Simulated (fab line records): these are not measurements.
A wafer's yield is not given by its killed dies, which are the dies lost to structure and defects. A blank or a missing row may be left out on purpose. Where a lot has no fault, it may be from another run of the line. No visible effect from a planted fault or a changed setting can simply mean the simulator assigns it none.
Matching of chambers | flow n5Finfet | N5_BEOL_M0_STRIP_142 on rieDiel-05: 4 sister chambers
The step strips in N2/H2, time 10 s. 14 wafers are shown with their chamber, then 7 later ones without.

WAFERS PAIRED WITH THEIR CHAMBERS
wafer  | chamber | showerheadPlenumPTorr (Torr) | throttleValvePct (%) | rfVppV (V)
L076.3 | 0       | 2.46                         | 23.9                 | 59.1
L076.4 | 2       | 2.63                         | 23.9                 | 59.7
L076.5 | 2       | 2.63                         | 23.9                 | 59.4
L078.2 | 0       | 2.46                         | 23.9                 | 59.4
L078.4 | 3       | 2.60                         | 24.2                 | 58.6
L078.5 | 0       | 2.46                         | 23.9                 | 59.0
L079.1 | 1       | 2.63                         | 22.7                 | 60.1
L079.2 | 0       | 2.46                         | 23.9                 | 60.0
L079.3 | 3       | 2.60                         | 24.2                 | 59.9
L080.2 | 0       | 2.46                         | 23.9                 | 58.5
L080.4 | 0       | 2.46                         | 23.9                 | 59.1
L080.5 | 3       | 2.60                         | 24.2                 | 58.6
L089.2 | 2       | 2.62                         | 23.6                 | 59.2
L089.4 | 3       | 2.59                         | 24.3                 | 59.1

SIGNATURES (averages over the wafers above)
reading               | chamber 0 | chamber 1 | chamber 2 | chamber 3 | scatter within a chamber
showerheadPlenumPTorr | 2.4600    | 2.6300    | 2.6267    | 2.5975    | 0.00376
throttleValvePct      | 23.900    | 22.700    | 23.800    | 24.225    | 0.0822
rfVppV                | 59.183    | 60.100    | 59.433    | 59.050    | 0.498
Rule: a wafer's distance from a chamber is the root of the sum, over the readings, of the square of ((its reading less the chamber's mean) divided by the reading's scatter). If the next closest chamber is less than 2 further off than the closest, the wafer can't be placed; otherwise it belongs to the closest. The scatter is the square root of a quotient: the sum, over the shown wafers, of each reading's squared deviation from its chamber's mean, divided by wafers minus chambers.

WAFERS MISSING THEIR CHAMBER
wafer  | showerheadPlenumPTorr (Torr) | throttleValvePct (%) | rfVppV (V)
L089.5 | 2.62                         | 23.6                 | 58.3
L088.3 | 2.62                         | 22.8                 | 59.7
L088.4 | 2.45                         | 23.9                 | 58.1
L088.5 | 2.45                         | 23.9                 | 60.7
L092.1 | 2.59                         | 24.3                 | 59.2
L092.3 | 2.45                         | 23.9                 | 59.0
L092.4 | 2.45                         | 24.0                 | 60.3

EACH ONE'S CHAMBER
wafer  | from the rows above | in truth
L089.5 | 2                   | 2
L088.3 | 1                   | 1
L088.4 | 0                   | 0
L088.5 | 0                   | 0
L092.1 | 3                   | 3
L092.3 | 0                   | 0
L092.4 | 0                   | 0
Placed correctly: 7 of 7. From these rows, 0 cannot be placed. 0 placed wrongly.
